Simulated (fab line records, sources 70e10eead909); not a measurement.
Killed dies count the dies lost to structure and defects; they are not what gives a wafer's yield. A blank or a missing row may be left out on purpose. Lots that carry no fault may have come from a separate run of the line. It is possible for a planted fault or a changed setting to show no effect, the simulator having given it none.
fab line records	flow nand-harc
record: lots: 14	wafers: 42	last-day: 24
route steps=1159 shown A_ONON_D1@442 THIN_TSV@1107 END@1159
lots that met no fault: taken from a fault-free run of the same line
start-h: hours from the record's opening day to when the first of the lot's shown wafers began	wait-h: hours since the lot's step before	" the same as in the row above	L1.1+2: a single row standing in for several wafers	- no value, or no start given	* or withheld: withheld	< > ~ a bound
route shown NAME@n: NAME is a module with steps in the file, n the number in the route of the first one	usual: average and standard deviation across the fault-free wafers	same: alike in all rows	chamber/n: place in a boat	sites: readings site by site	_std_site: standard deviation across them	_edge_site: outer sites' mean less inner sites'	radius-mm: how far each site lies from the wafer's centre	mask NAME#n: copy n	behind: tool/chamber where the wafer was last shaped	hold: cause of the lot's hold/its duration in hours/its outcome	device: which transistor (n, p or np) failed to switch	end of line: tests of these same wafers at the route's end	where a step has no rows: the recipe by itself	killed: the dies lost at the first sort to structure and to defects; this is not the yield of the wafer	map: dies across one wafer; x = killed, . = not, _ = none there
set.NAME: the run value of the setting; set.NAME@STEP: its run value at that earlier step	model.NAME: the simulator's own value behind a step, which no gauge read
the route's steps for a sample of lots (tables are steps, rows are wafers)
services: from which hour (start-h, from the record's first day; less than 0 if before it) a tool's chamber was out of use, for how many hours, and why
== steps ==
step: NHARC_A_ONON_D1_DEP_25
recipe: target-thk-a: 10000	n2-flow-sccm: 2750	n2o-flow-sccm: 2000	nh3-flow-sccm: 500	sih4-flow-sccm: 210	temp-c: 400
usual: n2-flow-sccm: 2749/8.2
lot.wafer	tool	chamber	start-h	wait-h	n2-flow-sccm
L147.2	pecvd-onon-02	0	178.55	0.1	2758
L147.3	"	0	"	"	2744
L147.4	"	0	"	"	2756
L149.1	pecvd-onon-01	0	187.31	0.1	2756
L149.3	"	0	"	"	2761
L149.4	"	0	"	"	2756
L150.2	pecvd-onon-02	0	187.37	0.1	2742
L150.5	"	0	"	"	2740
L150.6	"	0	"	"	2758
L148.2	pecvd-onon-03	0	187.42	0.1	2744
L148.5	"	0	"	"	2743
L148.6	"	0	"	"	2749
L151.1	pecvd-onon-02	0	199.86	0.1	2743
L151.4	"	0	"	"	2746
L151.6	"	0	"	"	2749
L152.1	pecvd-onon-01	0	211.78	0.1	2742
L152.5	"	0	"	"	2736
L152.6	"	0	"	"	2746
L153.1	pecvd-onon-02	0	211.94	0.1	2755
L153.2	"	0	"	"	2747
L153.5	"	0	"	"	2752
L155.1	pecvd-onon-02	0	221.47	0.1	2736
L155.2	"	0	"	"	2749
L155.5	"	0	"	"	2744
L154.1	pecvd-onon-03	0	221.53	0.1	2750
L154.2	"	0	"	"	2741
L154.5	"	0	"	"	2753
L158.1	pecvd-onon-03	0	246.72	0.1	2744
L158.2	"	0	"	"	2749
L158.6	"	0	"	"	2743
L162.1	pecvd-onon-02	0	265.46	0.1	2733
L162.4	"	0	"	"	2747
L162.6	"	0	"	"	2751
L163.1	pecvd-onon-02	0	270.48	0.1	2741
L163.2	"	0	"	"	2744
L163.3	"	0	"	"	2744
L167.3	pecvd-onon-01	0	286.43	0.2	2741
L167.4	"	0	"	"	2737
L167.5	"	0	"	"	2745
L168.1	pecvd-onon-01	0	294.23	0.1	2755
L168.2	"	0	"	"	2748
L168.6	"	0	"	"	2750
step: NHARC_THIN_TSV_DEP_43
recipe: target-thk-a: 13285	temp-c: withheld	pressure-torr: 6.5	rf-w: 900	teos-flow-sccm: 161.4	flow-sccm: 2650	target-thk-nm: 1328.5	gas: O2	material: SiO2
usual: throttle-valve-pct: 15.9/0.41
lot.wafer	tool	chamber	start-h	wait-h	throttle-valve-pct
L147.3	pecvd-02	2	430.24	-	15.7
L147.2	"	1	"	"	15.5
L147.4	"	1	"	"	15.5
L150.2	pecvd-03	2	431.47	-	15.9
L150.5	"	0	"	"	15.9
L150.6	"	1	"	"	15.9
L149.3	pecvd-02	2	433.87	-	15.6
L149.1	"	1	"	"	15.8
L149.4	"	1	"	"	15.9
L151.1	pecvd-02	0	447.65	-	16.6
L151.6	"	0	"	"	16.8
L151.4	"	1	"	"	15.5
L148.2	pecvd-01	1	448.80	-	15.3
L148.6	"	1	"	"	15.1
L148.5	"	2	"	"	15.7
L153.2	pecvd-01	0	466.08	-	16.2
L153.1	"	1	"	"	14.9
L153.5	"	1	"	"	15.5
L152.1	pecvd-02	1	468.48	-	15.9
L152.6	"	1	"	"	15.8
L152.5	"	2	"	"	15.9
L155.2	pecvd-01	2	472.58	-	15.9
L155.1	"	1	"	"	15.4
L155.5	"	0	"	"	16.1
L154.2	pecvd-01	0	479.34	-	16.6
L154.1	"	1	"	"	15.5
L154.5	"	1	"	"	15.1
L158.2	pecvd-01	2	509.76	-	16.0
L158.1	"	0	"	"	16.4
L158.6	"	0	"	"	16.5
L162.1	pecvd-03	2	533.71	-	16.0
L162.6	"	0	"	"	15.7
L162.4	"	2	"	"	15.9
L163.2	pecvd-01	2	534.85	-	16.0
L163.1	"	0	"	"	16.5
L163.3	"	1	"	"	15.5
L167.3	pecvd-02	2	540.40	-	15.8
L167.5	"	1	"	"	15.6
L167.4	"	2	"	"	16.1
L168.1	pecvd-03	0	550.25	-	15.8
L168.2	"	1	"	"	15.6
L168.6	"	2	"	"	15.8
step: NHARC_THIN_TSV_DEP_47
recipe: target-thk-a: 2000	temp-c: withheld	pressure-torr: 6.5	rf-w: 900	teos-flow-sccm: 161.4	flow-sccm: 2650	target-thk-nm: 200	gas: O2	material: SiO2
usual: throttle-valve-pct: 16.0/0.41
lot.wafer	tool	chamber	start-h	wait-h	throttle-valve-pct
L147.3	pecvd-02	2	432.96	-	15.6
L147.2	"	0	"	"	16.6
L147.4	"	1	"	"	15.9
L150.2	pecvd-02	0	434.24	-	16.5
L150.5	"	2	"	"	15.7
L150.6	"	0	"	"	16.6
L149.3	pecvd-02	1	436.62	-	15.8
L149.1	"	0	"	"	16.7
L149.4	"	2	"	"	15.7
L151.1	pecvd-02	2	450.33	-	15.6
L151.6	"	1	"	"	16.0
L151.4	"	0	"	"	16.6
L148.2	pecvd-03	1	451.52	-	15.8
L148.6	"	1	"	"	15.7
L148.5	"	2	"	"	15.7
L153.1	pecvd-03	1	468.94	-	15.8
L153.2	"	2	"	"	15.8
L153.5	"	2	"	"	15.8
L152.1	pecvd-01	2	471.15	-	15.6
L152.5	"	2	"	"	15.7
L152.6	"	0	"	"	16.4
L155.1	pecvd-01	2	475.34	-	15.8
L155.2	"	0	"	"	16.4
L155.5	"	1	"	"	15.2
L154.1	pecvd-01	0	482.64	-	16.5
L154.2	"	1	"	"	15.4
L154.5	"	0	"	"	16.2
L158.1	pecvd-01	2	512.49	-	16.0
L158.2	"	1	"	"	15.1
L158.6	"	2	"	"	16.0
L162.1	pecvd-01	1	536.38	-	15.2
L162.4	"	0	"	"	16.5
L162.6	"	1	"	"	15.4
L163.2	pecvd-01	1	537.51	-	15.4
L163.1	"	2	"	"	16.0
L163.3	"	0	"	"	16.5
L167.3	pecvd-01	0	545.64	-	16.5
L167.5	"	1	"	"	15.4
L167.4	"	2	"	"	16.2
L168.1	pecvd-02	2	552.76	-	16.2
L168.2	"	1	"	"	15.8
L168.6	"	0	"	"	16.5
step: NHARC_THIN_TSV_ETCHBACK_48
recipe: target-depth-a: 10285	over-etch-frac: 0.3	time-s: 405.17	ion-energy-ev: 250	c4f8-flow-sccm: withheld	ar-flow-sccm: withheld	rf-w: 600	bias-w: 300	chemistry: C4F8/Ar
usual: oes-product-au: 0.932/0.026	rf-vpp-V: 547/3.2
lot.wafer	tool	chamber	start-h	wait-h	oes-product-au	rf-hours-counter-h	rf-vpp-V
L147.3	rie-diel-13	1	433.35	-	0.942	11	545
L147.2	"	2	"	"	0.915	10	549
L147.4	"	3	"	"	0.931	9	547
L150.2	rie-diel-04	0	434.55	-	0.928	11	549
L150.6	"	0	"	"	0.921	-	551
L150.5	"	1	"	"	0.917	-	541
L149.3	rie-diel-04	3	437.01	-	0.942	9	551
L149.4	"	1	"	"	0.917	11	543
L149.1	"	2	"	"	0.938	10	547
L151.1	rie-diel-04	0	450.73	-	0.936	12	551
L151.4	"	1	"	"	0.925	12	542
L151.6	"	3	"	"	0.939	-	551
L148.2	rie-diel-13	2	451.90	-	0.913	12	550
L148.5	"	1	"	"	0.942	-	545
L148.6	"	2	"	"	0.905	-	548
L153.1	rie-diel-13	1	469.29	-	0.957	1	546
L153.2	"	0	"	"	0.952	1	547
L153.5	"	1	"	"	0.960	-	547
L152.1	rie-diel-07	1	471.66	-	0.930	7	549
L152.6	"	2	"	"	0.918	-	542
L152.5	"	3	"	"	0.928	-	547
L155.1	rie-diel-13	3	475.70	-	0.982	1	546
L155.2	"	1	"	"	1.006	1	546
L155.5	"	0	"	"	0.998	-	550
L154.1	rie-diel-13	0	483.22	0.5	0.980	1	548
L154.2	"	2	"	"	0.995	1	549
L154.5	"	3	"	"	0.980	-	547
L158.2	rie-diel-13	3	512.89	-	0.902	3	547
L158.1	"	0	"	"	0.905	3	550
L158.6	"	3	"	"	0.906	-	546
L162.1	rie-diel-13	0	536.73	-	0.945	5	549
L162.4	"	2	"	"	0.966	5	550
L162.6	"	0	"	"	0.937	-	547
L163.2	rie-diel-13	0	537.91	-	0.918	5	549
L163.3	"	1	"	"	0.915	6	545
L163.1	"	2	"	"	0.915	5	549
L167.3	rie-diel-04	3	546.07	-	0.909	4	552
L167.4	"	0	"	"	0.914	6	550
L167.5	"	3	"	"	0.911	-	552
L168.1	rie-diel-13	0	553.18	-	0.923	6	548
L168.2	"	1	"	"	0.928	7	546
L168.6	"	1	"	"	0.926	-	546
step: NHARC_END_SORT_01
recipe: temp-c: 25
usual: killed-at-array: 26/9.1	killed-at-other: 0.7/0.9	killed-at-periphery: 3.6/2.8	killed-dies: 30/9.2	killed-open: 3.0/1.9	killed-short: 2.0/1.4
same: gross-dies: 677
lot.wafer	tool	chamber	start-h	wait-h	killed-at-array	killed-at-other	killed-at-periphery	killed-dies	killed-open	killed-short
L154.1	prober-01	0	497.23	2.5	22	0	2	24	3	0
L154.2	prober-01	0	498.03	2.8	30	3	3	36	3	3
L154.5	prober-01	0	500.42	3.7	18	1	2	21	3	1
L163.1	prober-02	0	553.92	2.5	63	0	0	63	3	1
L163.2	prober-02	0	554.71	2.8	58	1	2	61	2	4
L163.3	prober-02	0	555.50	3.1	63	0	4	67	4	2
L162.1	prober-01	0	553.94	2.5	74	1	3	78	4	0
L162.4	prober-01	0	556.33	3.4	54	1	10	65	2	0
L162.6	prober-01	0	557.92	4.0	56	1	6	63	4	1
killed by level:class
L154.1 A_CHANNEL_HOLE_D1:chamber-film-flake=12 A_CONTACT:chamber-film-flake=4 A_STAIRCASE:chamber-film-flake=3 P_M0:geometric-particle:open=1 P_M1:geometric-particle:open=1 A_M0:geometric-particle:open=1 A_ZERO_WELL:chamber-film-flake=1 A_WL_FILL:chamber-film-flake=1
L154.2 A_CHANNEL_HOLE_D1:chamber-film-flake=13 A_STAIRCASE:chamber-film-flake=10 A_CONTACT:chamber-film-flake=3 THIN_TSV:chamber-film-flake=3 P_CONTACT:geometric-particle:short=1 P_M1:geometric-particle:open=1 A_CHANNEL_FILL_D1:geometric-particle:short=1 A_CHANNEL_FILL_D1:geometric-particle:open=1
L154.5 A_CHANNEL_HOLE_D1:chamber-film-flake=10 A_STAIRCASE:chamber-film-flake=3 A_CONTACT:geometric-particle:open=2 A_CONTACT:chamber-film-flake=2 P_CONTACT:geometric-particle:short=1 P_M0:geometric-particle:open=1 A_ZERO_WELL:chamber-film-flake=1 THIN_TSV:chamber-film-flake=1
L163.1 A_ONON_D1:unspecified=34 A_SLIT:chamber-film-flake=15 A_CHANNEL_HOLE_D1:chamber-film-flake=6 A_CONTACT:chamber-film-flake=4 A_ONON_D1:geometric-particle:open=1 A_SGD_CUT:geometric-particle:open=1 A_CONTACT:geometric-particle:short=1 A_CONTACT:geometric-particle:open=1
L162.1 A_ONON_D1:unspecified=39 A_SLIT:chamber-film-flake=15 A_CHANNEL_HOLE_D1:chamber-film-flake=7 A_CHANNEL_FILL_D1:chamber-film-flake=4 A_CONTACT:chamber-film-flake=4 A_WL_FILL:geometric-particle:open=2 P_BONDPAD:chamber-film-flake=2 A_CHANNEL_FILL_D1:geometric-particle:open=1
L163.2 A_ONON_D1:unspecified=33 A_SLIT:chamber-film-flake=9 A_CONTACT:chamber-film-flake=6 A_CHANNEL_HOLE_D1:chamber-film-flake=4 A_SGD_CUT:geometric-particle:short=3 A_SOURCE_PLATE:geometric-particle:open=1 A_WL_FILL:geometric-particle:short=1 A_WL_FILL:geometric-particle:open=1
L163.3 A_ONON_D1:unspecified=30 A_SLIT:chamber-film-flake=19 A_CHANNEL_HOLE_D1:chamber-film-flake=7 A_CONTACT:chamber-film-flake=3 P_STI:geometric-particle:open=1 P_GATE:geometric-particle:short=1 P_M1:geometric-particle:open=1 A_ONON_D1:geometric-particle:open=1
L162.4 A_ONON_D1:unspecified=34 A_SLIT:chamber-film-flake=7 P_BONDPAD:chamber-film-flake=6 A_CONTACT:chamber-film-flake=5 P_ZERO_WELL:chamber-film-flake=4 A_CHANNEL_HOLE_D1:chamber-film-flake=4 A_CHANNEL_HOLE_D1:geometric-particle:open=1 A_M1:geometric-particle:open=1
L162.6 A_ONON_D1:unspecified=32 A_SLIT:chamber-film-flake=8 A_CHANNEL_HOLE_D1:chamber-film-flake=5 P_BONDPAD:chamber-film-flake=3 A_CHANNEL_FILL_D1:chamber-film-flake=3 A_CONTACT:chamber-film-flake=3 A_CONTACT:geometric-particle:open=2 P_ZERO_WELL:chamber-film-flake=2
== services ==
tool	chamber	start-h	hours	kind
pecvd-onon-02	-	207.52	1.5	repair
pecvd-03	1	211.71	5.7	repair
rie-diel-13	1	214.15	9.8	repair
rie-diel-13	3	215.28	4.5	repair
pecvd-01	-	237.00	13.0	pm
rie-diel-13	-	276.00	9.0	pm
pecvd-02	-	288.16	1.5	repair
pecvd-onon-02	-	292.10	13.0	pm
rie-diel-13	0	293.52	10.0	repair
pecvd-02	1	299.99	7.7	repair
rie-diel-13	-	322.82	0.3	repair
pecvd-02	-	334.35	13.0	pm
pecvd-01	-	344.04	0.2	repair
pecvd-onon-02	-	347.90	0.1	repair
pecvd-01	-	411.29	0.9	repair
pecvd-01	-	418.26	13.0	pm
rie-diel-13	0	422.28	4.6	repair
rie-diel-13	0	439.06	12.5	repair
rie-diel-13	-	453.00	9.0	pm
pecvd-onon-02	-	473.10	13.0	pm
pecvd-01	2	477.28	21.3	repair
rie-diel-13	0	501.06	2.7	repair
rie-diel-13	-	514.42	0.7	repair
pecvd-02	-	515.51	13.0	pm
== key ==
first-sign: step: NHARC_END_SORT_01	reading: killed-dies	direction: up	sigmas: 3.9	usual: 30	struck: 66
effect: step: NHARC_END_SORT_01	reading: killed-at-array	direction: up	sigmas: 3.9	usual: 26	struck: 61
more-kills-born-at: NHARC_A_ONON_D1_DEP_25@pecvd-onon-02: 202
met-at NHARC_A_ONON_D1_DEP_25
struck-lots L162,L163
tester-left-out L162,L163
not-acting-at NHARC_THIN_TSV_DEP_43,NHARC_THIN_TSV_DEP_47,NHARC_THIN_TSV_ETCHBACK_48
onset-between 221.47 265.46
fault: kind: chamber-particle-source	tool: pecvd-onon-02	chamber: -	onset-h: 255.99	steps: NHARC_A_ONON_D1_DEP_25	rate-per-visit-cm2: 0.38326	end-h: 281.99
tester-left-out: of these lots the tester's yield and bins aren't shown, on N5 and GAA mostly nor the transistor test; their killed dies are dies lost to structure and defects alone, not to doping, threshold or leakage, so they don't give the yield
